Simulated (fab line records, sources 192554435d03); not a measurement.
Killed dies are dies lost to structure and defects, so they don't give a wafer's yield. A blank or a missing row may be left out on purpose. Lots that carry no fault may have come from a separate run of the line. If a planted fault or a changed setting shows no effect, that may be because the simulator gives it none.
Chamber matching :: flow n5-finfet :: rie-diel-04 running N5_HKMG_FIN_STRIP_92: 4 sister chambers
The step strips SOC in N2/H2, time 20 s. 20 wafers are shown with their chamber, then 10 later ones without.

## WAFERS PAIRED WITH THEIR CHAMBERS
wafer: L076.2
chamber: 3
drypump-motor-current-A (A): 5.5
showerhead-plenum-p-Torr (Torr): 3.40
oes-product-au (a.u.): 0.83

wafer: L076.3
chamber: 2
drypump-motor-current-A (A): 5.2
showerhead-plenum-p-Torr (Torr): 3.42
oes-product-au (a.u.): 0.98

wafer: L076.6
chamber: 2
drypump-motor-current-A (A): 5.2
showerhead-plenum-p-Torr (Torr): 3.42
oes-product-au (a.u.): 0.98

wafer: L078.1
chamber: 3
drypump-motor-current-A (A): 5.5
showerhead-plenum-p-Torr (Torr): 3.39
oes-product-au (a.u.): 0.83

wafer: L078.3
chamber: 1
drypump-motor-current-A (A): 5.5
showerhead-plenum-p-Torr (Torr): 3.35
oes-product-au (a.u.): 0.75

wafer: L078.5
chamber: 1
drypump-motor-current-A (A): 5.5
showerhead-plenum-p-Torr (Torr): 3.35
oes-product-au (a.u.): 0.74

wafer: L079.1
chamber: 0
drypump-motor-current-A (A): 6.3
showerhead-plenum-p-Torr (Torr): 3.42
oes-product-au (a.u.): 0.88

wafer: L079.5
chamber: 0
drypump-motor-current-A (A): 6.3
showerhead-plenum-p-Torr (Torr): 3.42
oes-product-au (a.u.): 0.87

wafer: L079.6
chamber: 3
drypump-motor-current-A (A): 5.5
showerhead-plenum-p-Torr (Torr): 3.39
oes-product-au (a.u.): 0.82

wafer: L081.4
chamber: 2
drypump-motor-current-A (A): 5.1
showerhead-plenum-p-Torr (Torr): 3.41
oes-product-au (a.u.): 0.95

wafer: L081.5
chamber: 1
drypump-motor-current-A (A): 5.4
showerhead-plenum-p-Torr (Torr): 3.34
oes-product-au (a.u.): 0.74

wafer: L081.6
chamber: 0
drypump-motor-current-A (A): 6.2
showerhead-plenum-p-Torr (Torr): 3.42
oes-product-au (a.u.): 0.86

wafer: L082.2
chamber: 1
drypump-motor-current-A (A): 5.5
showerhead-plenum-p-Torr (Torr): 3.34
oes-product-au (a.u.): 0.74

wafer: L082.3
chamber: 3
drypump-motor-current-A (A): 5.5
showerhead-plenum-p-Torr (Torr): 3.39
oes-product-au (a.u.): 0.82

wafer: L082.6
chamber: 3
drypump-motor-current-A (A): 5.5
showerhead-plenum-p-Torr (Torr): 3.39
oes-product-au (a.u.): 0.81

wafer: L084.1
chamber: 0
drypump-motor-current-A (A): 6.3
showerhead-plenum-p-Torr (Torr): 3.42
oes-product-au (a.u.): 0.86

wafer: L084.2
chamber: 1
drypump-motor-current-A (A): 5.5
showerhead-plenum-p-Torr (Torr): 3.34
oes-product-au (a.u.): 0.73

wafer: L084.3
chamber: 3
drypump-motor-current-A (A): 5.5
showerhead-plenum-p-Torr (Torr): 3.39
oes-product-au (a.u.): 0.80

wafer: L085.2
chamber: 0
drypump-motor-current-A (A): 6.2
showerhead-plenum-p-Torr (Torr): 3.42
oes-product-au (a.u.): 0.86

wafer: L085.3
chamber: 2
drypump-motor-current-A (A): 5.2
showerhead-plenum-p-Torr (Torr): 3.41
oes-product-au (a.u.): 0.94

SIGNATURES, as means of the wafers listed above
reading: drypump-motor-current-A
chamber 0: 6.260
chamber 1: 5.480
chamber 2: 5.175
chamber 3: 5.500
scatter within a chamber: 0.0415

reading: showerhead-plenum-p-Torr
chamber 0: 3.4200
chamber 1: 3.3440
chamber 2: 3.4150
chamber 3: 3.3917
scatter within a chamber: 0.00435

reading: oes-product-au
chamber 0: 0.8660
chamber 1: 0.7400
chamber 2: 0.9625
chamber 3: 0.8183
scatter within a chamber: 0.0124
Rule: for a wafer and a chamber, the distance is found by dividing, reading by reading, the gap between the wafer's reading and the chamber's mean by the reading's scatter, squaring, summing and taking the root. If the next closest chamber is less than 2 further off than the closest, the wafer can't be placed; otherwise it belongs to the closest. The scatter is the square root of a quotient: the sum, over the shown wafers, of each reading's squared deviation from its chamber's mean, divided by wafers minus chambers.

## WAFERS MISSING THEIR CHAMBER
wafer: L085.4
drypump-motor-current-A (A): 5.5
showerhead-plenum-p-Torr (Torr): 3.38
oes-product-au (a.u.): 0.80

wafer: L089.3
drypump-motor-current-A (A): 5.1
showerhead-plenum-p-Torr (Torr): 3.40
oes-product-au (a.u.): 0.92

wafer: L089.5
drypump-motor-current-A (A): 5.5
showerhead-plenum-p-Torr (Torr): 3.38
oes-product-au (a.u.): 0.80

wafer: L089.6
drypump-motor-current-A (A): 5.1
showerhead-plenum-p-Torr (Torr): 3.40
oes-product-au (a.u.): 0.93

wafer: L090.2
drypump-motor-current-A (A): 5.2
showerhead-plenum-p-Torr (Torr): 3.40
oes-product-au (a.u.): 0.92

wafer: L090.5
drypump-motor-current-A (A): 5.5
showerhead-plenum-p-Torr (Torr): 3.33
oes-product-au (a.u.): 0.72

wafer: L090.6
drypump-motor-current-A (A): 5.1
showerhead-plenum-p-Torr (Torr): 3.40
oes-product-au (a.u.): 0.92

wafer: L093.3
drypump-motor-current-A (A): 5.1
showerhead-plenum-p-Torr (Torr): 3.40
oes-product-au (a.u.): 0.90

wafer: L093.4
drypump-motor-current-A (A): 5.5
showerhead-plenum-p-Torr (Torr): 3.37
oes-product-au (a.u.): 0.78

wafer: L093.6
drypump-motor-current-A (A): 5.4
showerhead-plenum-p-Torr (Torr): 3.33
oes-product-au (a.u.): 0.71

## CHAMBER TAKEN BY EACH
wafer: L085.4
from the rows above: 3
in truth: 3

wafer: L089.3
from the rows above: 2
in truth: 2

wafer: L089.5
from the rows above: 3
in truth: 3

wafer: L089.6
from the rows above: 2
in truth: 2

wafer: L090.2
from the rows above: 2
in truth: 2

wafer: L090.5
from the rows above: 1
in truth: 1

wafer: L090.6
from the rows above: 2
in truth: 2

wafer: L093.3
from the rows above: 2
in truth: 2

wafer: L093.4
from the rows above: can't be placed: 3 or 1
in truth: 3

wafer: L093.6
from the rows above: 1
in truth: 1
Placed correctly: 9 of 10. Unplaceable from these rows: 1, with the true chamber sitting among the candidates in 1. Placed wrongly: 0.
